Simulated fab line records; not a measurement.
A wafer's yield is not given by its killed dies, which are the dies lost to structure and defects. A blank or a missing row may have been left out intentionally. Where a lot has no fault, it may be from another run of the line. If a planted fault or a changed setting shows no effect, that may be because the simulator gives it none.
The tool behind it: which one? ; flow n5-finfet ; Sampling: 24 lots, 72 wafers, 6 of 1938 route steps

## WHAT THE GAUGES SHOWED, per wafer
N5_BEOL_M4_RS_MEAS_58: measures by four-point-probe. Usual: M4_RS gives 0.674 ohm/sq (standard deviation 0.029).
lot;measured;on;M4_RS (ohm/sq);flag
L074;day 7 19:33;film-metro-01;0.685 0.680 0.686;
L077;day 8 10:14;film-metro-02;0.708 0.668 0.693;
L075;day 8 12:46;film-metro-01;0.656 0.637 0.662;
L076;day 8 12:57;film-metro-01;0.647 0.705 0.677;
L078;day 9 01:37;film-metro-01;0.678 0.734 0.630;
L079;day 10 03:44;film-metro-01;0.694 0.743 0.716;
L080;day 10 04:55;film-metro-02;0.662 0.693 0.680;
L082;day 10 07:58;film-metro-02;0.659 0.627 0.694;
L081;day 10 11:32;film-metro-01;0.658 0.665 0.655;
L083;day 10 14:14;film-metro-02;0.647 0.678 0.658;
L085;day 11 11:19;film-metro-02;0.649 0.656 0.678;
L084;day 11 12:26;film-metro-01;0.712 0.640 0.719;
L087;day 11 15:11;film-metro-01;0.636 0.664 0.619;
L088;day 11 16:49;film-metro-01;0.681 0.680 0.742;
L086;day 11 18:55;film-metro-01;0.701 0.689 0.680;
L089;day 11 23:52;film-metro-02;0.678 0.693 0.673;
L090;day 12 04:52;film-metro-01;0.635 0.674 0.637;
L091;day 12 15:30;film-metro-01;0.732 0.666 0.726;
L092;day 13 00:11;film-metro-01;0.690 0.684 0.669;
L093;day 13 10:00;film-metro-02;0.630 0.673 0.663;
L095;day 14 04:14;film-metro-01;0.702 0.720 0.670;
L094;day 14 08:28;film-metro-02;0.641 0.644 0.664;
L096;day 14 12:41;film-metro-01;0.662 0.661 0.643;
L097;day 15 12:04;film-metro-01;0.633 0.646 0.600;

N5_BEOL_M5_CD_MEAS_35: target cd 28 nm, target cd y 24 nm. Usual: cd-nm 28.0 nm, standard deviation 0.36.
lot;measured;on;cd-nm (nm);flag
L074;day 7 23:47;cd-sem-01;27.6 28.2 27.6;
L077;day 8 16:34;cd-sem-03;27.8 27.5 28.2;
L075;day 8 23:46;cd-sem-01;28.1 27.3 28.0;
L076;day 8 23:17;cd-sem-03;27.3 28.3 28.3;
L078;day 9 10:49;cd-sem-01;28.2 28.0 28.0;
L079;day 10 11:14;cd-sem-01;29.0 27.9 28.1;
L080;day 10 11:16;cd-sem-02;27.0 27.8 27.8;
L082;day 10 13:49;cd-sem-01;28.4 27.2 28.3;
L081;day 10 18:05;cd-sem-01;27.9 27.5 27.7;
L083;day 10 22:43;cd-sem-03;27.9 27.6 27.7;
L085;day 11 18:18;cd-sem-01;28.7 28.5 28.6;
L084;day 11 18:16;cd-sem-03;27.7 27.7 27.8;
L087;day 11 23:52;cd-sem-03;28.0 27.7 27.9;
L088;day 11 23:55;cd-sem-01;27.7 28.2 28.1;
L086;day 12 05:47;cd-sem-02;27.8 27.9 27.6;
L089;day 12 05:44;cd-sem-01;27.9 28.3 28.1;
L090;day 12 11:49;cd-sem-02;28.0 27.7 28.2;
L091;day 12 22:50;cd-sem-03;28.4 28.5 28.0;
L092;day 13 07:28;cd-sem-02;28.3 27.9 27.9;
L093;day 13 14:38;cd-sem-02;27.8 27.9 28.2;
L095;day 14 12:15;cd-sem-01;28.0 28.1 28.2;
L094;day 14 15:38;cd-sem-01;28.2 28.3 28.1;
L096;day 14 17:29;cd-sem-02;28.7 28.0 28.1;
L097;day 15 17:40;cd-sem-02;27.7 26.9 27.7;

N5_BEOL_M6_CD_MEAS_28: the cd target is 40 nm. Usual: cd-nm 40.02 nm, standard deviation 0.25.
lot;measured;on;cd-nm (nm);flag
L074;day 8 11:57;cd-sem-01;39.61 39.69 40.14;
L077;day 9 08:11;cd-sem-02;40.19 39.40 39.50;
L075;day 9 18:15;cd-sem-02;39.42 39.74 39.71;
L076;day 9 10:14;cd-sem-02;40.40 40.00 40.30;
L078;day 10 02:36;cd-sem-03;40.10 39.85 40.31;
L079;day 11 02:56;cd-sem-02;40.00 39.89 40.43;
L080;day 11 02:46;cd-sem-02;39.86 39.84 39.92;
L082;day 11 03:07;cd-sem-02;40.19 40.11 40.16;
L081;day 11 07:13;cd-sem-02;39.89 39.91 39.82;
L083;day 11 10:02;cd-sem-01;40.60 39.79 39.98;
L085;day 12 05:50;cd-sem-03;40.64 40.48 40.38;
L084;day 12 09:38;cd-sem-01;39.91 40.03 39.92;
L087;day 12 11:09;cd-sem-03;39.51 40.59 39.82;
L088;day 12 14:37;cd-sem-01;39.75 40.24 39.73;
L086;day 12 16:20;cd-sem-02;40.01 39.87 40.28;
L089;day 12 16:03;cd-sem-02;40.05 40.28 39.84;
L090;day 13 04:37;cd-sem-02;39.88 39.91 39.89;
L091;day 13 12:25;cd-sem-01;40.09 40.25 40.20;
L092;day 13 19:45;cd-sem-01;40.14 39.98 40.12;
L093;day 14 03:15;cd-sem-02;40.07 39.84 39.82;
L095;day 15 02:21;cd-sem-01;40.01 39.98 39.77;
L094;day 15 04:11;cd-sem-03;40.19 40.17 40.12;
L096;day 15 05:24;cd-sem-03;39.83 39.74 39.85;
L097;day 16 04:13;cd-sem-03;40.52 40.34 40.39;

N5_BEOL_M7_INSPECT_13: inspects for defects (brightfield). Usual: raw-defect-count 404, standard deviation 93.
lot;measured;on;raw-defect-count;flag
L074;day 8 18:02;defect-inspect-01;421 390 557;
L077;day 9 14:20;defect-inspect-01;415 438 515;
L075;day 10 03:41;defect-inspect-01;342 341 347;
L076;day 9 17:13;defect-inspect-02;429 381 363;
L078;day 10 07:38;defect-inspect-01;508 426 288;
L079;day 11 08:34;defect-inspect-02;649 629 372;
L080;day 11 08:24;defect-inspect-01;389 403 330;
L082;day 11 08:44;defect-inspect-02;313 417 265;
L081;day 11 14:48;defect-inspect-01;283 394 310;
L083;day 11 14:53;defect-inspect-02;412 432 420;
L085;day 12 12:30;defect-inspect-02;595 426 624;
L084;day 12 15:28;defect-inspect-01;413 348 308;
L087;day 12 20:10;defect-inspect-01;385 571 414;
L088;day 12 20:24;defect-inspect-02;470 299 416;
L086;day 12 23:37;defect-inspect-01;315 300 270;
L089;day 12 23:50;defect-inspect-02;309 494 390;
L090;day 13 10:04;defect-inspect-02;437 354 396;
L091;day 13 17:44;defect-inspect-01;312 187 240;
L092;day 14 04:35;defect-inspect-01;369 295 321;
L093;day 14 08:15;defect-inspect-02;416 341 497;
L095;day 15 07:55;defect-inspect-01;416 482 453;
L094;day 15 09:13;defect-inspect-02;537 327 519;
L096;day 15 11:43;defect-inspect-02;596 476 364;
L097;day 16 08:20;defect-inspect-02;523 525 589;

## TOOL THAT RAN EACH LOT (tool first, then ch and the chambers of the sampled wafers, then the start)
lot;N5_BEOL_M4_SPUTTER_92;N5_BEOL_M4_SPUTTER_94
L074;pvd-sputter-01, day 7 18:02;pvd-sputter-01, day 7 18:15
L077;pvd-sputter-02, day 8 08:44;pvd-sputter-02, day 8 08:58
L075;pvd-sputter-01, day 8 11:17;pvd-sputter-01, day 8 11:30
L076;pvd-sputter-02, day 8 11:28;pvd-sputter-02, day 8 11:41
L078;pvd-sputter-01, day 9 00:07;pvd-sputter-01, day 9 00:20
L079;pvd-sputter-03, day 10 02:15;pvd-sputter-03, day 10 02:28
L080;pvd-sputter-02, day 10 03:20;pvd-sputter-02, day 10 03:34
L082;pvd-sputter-02, day 10 06:15;pvd-sputter-02, day 10 06:28
L081;pvd-sputter-03, day 10 09:57;pvd-sputter-03, day 10 10:10
L083;pvd-sputter-02, day 10 12:44;pvd-sputter-02, day 10 12:58
L085;pvd-sputter-03, day 11 09:50;pvd-sputter-03, day 11 10:03
L084;pvd-sputter-02, day 11 10:51;pvd-sputter-02, day 11 11:04
L087;pvd-sputter-03, day 11 13:32;pvd-sputter-03, day 11 13:45
L088;pvd-sputter-01, day 11 15:19;pvd-sputter-01, day 11 15:32
L086;pvd-sputter-01, day 11 17:10;pvd-sputter-01, day 11 17:23
L089;pvd-sputter-01, day 11 22:23;pvd-sputter-01, day 11 22:36
L090;pvd-sputter-02, day 12 03:21;pvd-sputter-02, day 12 03:34
L091;pvd-sputter-01, day 12 13:44;pvd-sputter-01, day 12 13:57
L092;pvd-sputter-02, day 12 22:41;pvd-sputter-02, day 12 22:55
L093;pvd-sputter-02, day 13 08:31;pvd-sputter-02, day 13 08:44
L095;pvd-sputter-02, day 14 02:45;pvd-sputter-02, day 14 02:58
L094;pvd-sputter-03, day 14 06:53;pvd-sputter-03, day 14 07:07
L096;pvd-sputter-03, day 14 11:11;pvd-sputter-03, day 14 11:24
L097;pvd-sputter-03, day 15 10:34;pvd-sputter-03, day 15 10:47
- N5_BEOL_M4_SPUTTER_92: material Cu, target thk 4.5 nm, time 8.29 s.
- N5_BEOL_M4_SPUTTER_94: material Cu, target thk 4.5 nm, time 8.29 s.

## AS READ BY THE TOOLS THEMSELVES (means over the sampled wafers that have a number; for cases with no such wafer, the mark the record gives instead)
N5_BEOL_M4_SPUTTER_92. Usual: chuck-sensor-temp-C -15.9 C, standard deviation 0.47; throttle-valve-pct 29.7 %, standard deviation 1.1.
lot;tool;chuck-sensor-temp-C (C);throttle-valve-pct (%);flag
L074;pvd-sputter-01;-16.2;29.9;
L077;pvd-sputter-02;-15.4;29.5;
L075;pvd-sputter-01;-16.1;29.9;
L076;pvd-sputter-02;-15.3;29.6;
L078;pvd-sputter-01;-16.2;29.1;
L079;pvd-sputter-03;-16.2;29.0;
L080;pvd-sputter-02;-15.6;30.0;
L082;pvd-sputter-02;-15.6;30.2;
L081;pvd-sputter-03;-16.3;30.3;
L083;pvd-sputter-02;-15.5;30.1;
L085;pvd-sputter-03;-16.3;29.2;
L084;pvd-sputter-02;-15.2;29.7;
L087;pvd-sputter-03;-16.3;30.2;
L088;pvd-sputter-01;-16.1;29.0;
L086;pvd-sputter-01;-16.3;29.2;
L089;pvd-sputter-01;-16.3;30.2;
L090;pvd-sputter-02;-15.3;30.4;
L091;pvd-sputter-01;-16.2;29.1;
L092;pvd-sputter-02;-15.4;31.0;
L093;pvd-sputter-02;-15.6;30.2;
L095;pvd-sputter-02;-15.6;30.1;
L094;pvd-sputter-03;-16.2;29.4;
L096;pvd-sputter-03;-16.0;29.2;
L097;pvd-sputter-03;-16.5;29.7;

N5_BEOL_M4_SPUTTER_94. Usual: chuck-sensor-temp-C -15.9 C, standard deviation 0.47; throttle-valve-pct 29.7 %, standard deviation 1.1.
lot;tool;chuck-sensor-temp-C (C);throttle-valve-pct (%);flag
L074;pvd-sputter-01;-16.2;30.1;
L077;pvd-sputter-02;-15.4;29.4;
L075;pvd-sputter-01;-16.0;30.0;
L076;pvd-sputter-02;-15.4;29.2;
L078;pvd-sputter-01;-16.1;29.1;
L079;pvd-sputter-03;-16.3;28.9;
L080;pvd-sputter-02;-15.6;30.1;
L082;pvd-sputter-02;-15.5;30.1;
L081;pvd-sputter-03;-16.2;30.3;
L083;pvd-sputter-02;-15.6;30.0;
L085;pvd-sputter-03;-16.1;29.3;
L084;pvd-sputter-02;-15.1;29.7;
L087;pvd-sputter-03;-16.4;30.1;
L088;pvd-sputter-01;-16.2;29.0;
L086;pvd-sputter-01;-16.1;29.1;
L089;pvd-sputter-01;-16.2;30.1;
L090;pvd-sputter-02;-15.3;30.3;
L091;pvd-sputter-01;-16.1;29.1;
L092;pvd-sputter-02;-15.4;30.9;
L093;pvd-sputter-02;-15.6;30.3;
L095;pvd-sputter-02;-15.6;30.1;
L094;pvd-sputter-03;-16.2;29.4;
L096;pvd-sputter-03;-16.2;29.4;
L097;pvd-sputter-03;-16.5;29.8;

## THE ANSWER, worked out from the rows above alone
Rule: lot off if the mean of its wafers having a number is beyond 3 standard deviations from the usual mean. A lot without any number at a reading at which 4 lots or more have one is off too. Where the step has rows for the other lots, those lots are counted as sound. First the gauges in route order, then the tools' own readings, where a lot's mean is used as printed above. The first step at which some lot is off is used, and at that step the reading that is off furthest; a lot without a number counts as furthest.
Nothing can be told from this: no lot is off at any reading shown.

## WHAT THE SIMULATOR HAD PUT IN
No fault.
